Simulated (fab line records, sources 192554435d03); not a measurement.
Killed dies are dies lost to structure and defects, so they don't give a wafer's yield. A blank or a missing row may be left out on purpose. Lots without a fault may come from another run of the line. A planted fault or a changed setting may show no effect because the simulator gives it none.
One fault seen from 3 desks | flow n5_finfet | each desk has only its own numbers; what lay behind them comes last

THE DEFECT DESK
What the inspections along the route counted, lot by lot: means of the sampled wafers that have a number. A lot is out of limits, marked OUT, if its mean lies more than 4 standard deviations from the usual mean; the brackets give that distance.
Columns: A = raw_defect_count at N5_BEOL_M11_INSPECT_30, usual 451
lot  | first seen here | A
L517 | day 12 04:32    | 322
L520 | day 12 21:40    | 317
L524 | day 13 23:26    | 456
L527 | day 14 17:01    | 460
L530 | day 15 04:55    | 493
L533 | day 15 22:41    | 369
This desk's finding: nothing out of limits on any of the 6 lots.

THE METROLOGY DESK
What the gauges read, lot by lot, whatever tool the lot ran on: means of the sampled wafers that have a number. A lot is out of limits, marked OUT, if its mean lies more than 4 standard deviations from the usual mean; the brackets give that distance.
Columns: A = cd_nm at N5_BEOL_M11_CD_MEAS_28, usual 70.5 nm; B = V10_OVL at N5_BEOL_M11_OVL_MEAS_29, usual -0.5 nm
lot  | first seen here | A    | B
L517 | day 12 04:29    | 72.3 | -0.5
L520 | day 12 21:37    | 70.5 | -0.6
L524 | day 13 23:23    | 71.0 | -0.5
L527 | day 14 16:58    | 70.4 | 0.2
L530 | day 15 04:52    | 70.9 | -0.0
L533 | day 15 22:38    | 71.1 | -0.4
This desk's finding: nothing out of limits on any of the 6 lots.

THE TOOL OWNER'S DESK: rie_diel-04
The tool's own readings at N5_BEOL_M11_ETCH_66 (etches SOC in N2/H2, target depth 120 nm, overetch 24 nm, time 180 s): means of the sampled wafers that have a number, for each lot that ran on this tool. A lot is out of limits, marked OUT, if its mean lies more than 4 standard deviations from the usual mean; the brackets give that distance.
Columns: A = drypump_motor_current_A at N5_BEOL_M11_ETCH_66, usual 5.7 A; B = oes_product_au at N5_BEOL_M11_ETCH_66, usual 0.66 a.u.; C = rf_vpp_V at N5_BEOL_M11_ETCH_66, usual 524.7 V; D = showerhead_plenum_p_Torr at N5_BEOL_M11_ETCH_66, usual 2.56 Torr; E = throttle_valve_pct at N5_BEOL_M11_ETCH_66, usual 17.62 %
lot  | first seen here | A   | B    | C     | D    | E
L520 | day 12 21:47    | 5.7 | 0.64 | 525.9 | 2.58 | 17.59
L524 | day 13 23:33    | 5.3 | 0.59 | 525.8 | 2.61 | 17.60
L527 | day 14 17:08    | 5.5 | 0.58 | 524.8 | 2.59 | 17.61
This desk's finding: nothing out of limits on any of the 3 lots.

PUT TOGETHER
The defect desk saw nothing out of limits.
The metrology desk saw nothing out of limits.
The tool owner's desk saw nothing out of limits.

WHAT THE SIMULATOR HAD PUT IN
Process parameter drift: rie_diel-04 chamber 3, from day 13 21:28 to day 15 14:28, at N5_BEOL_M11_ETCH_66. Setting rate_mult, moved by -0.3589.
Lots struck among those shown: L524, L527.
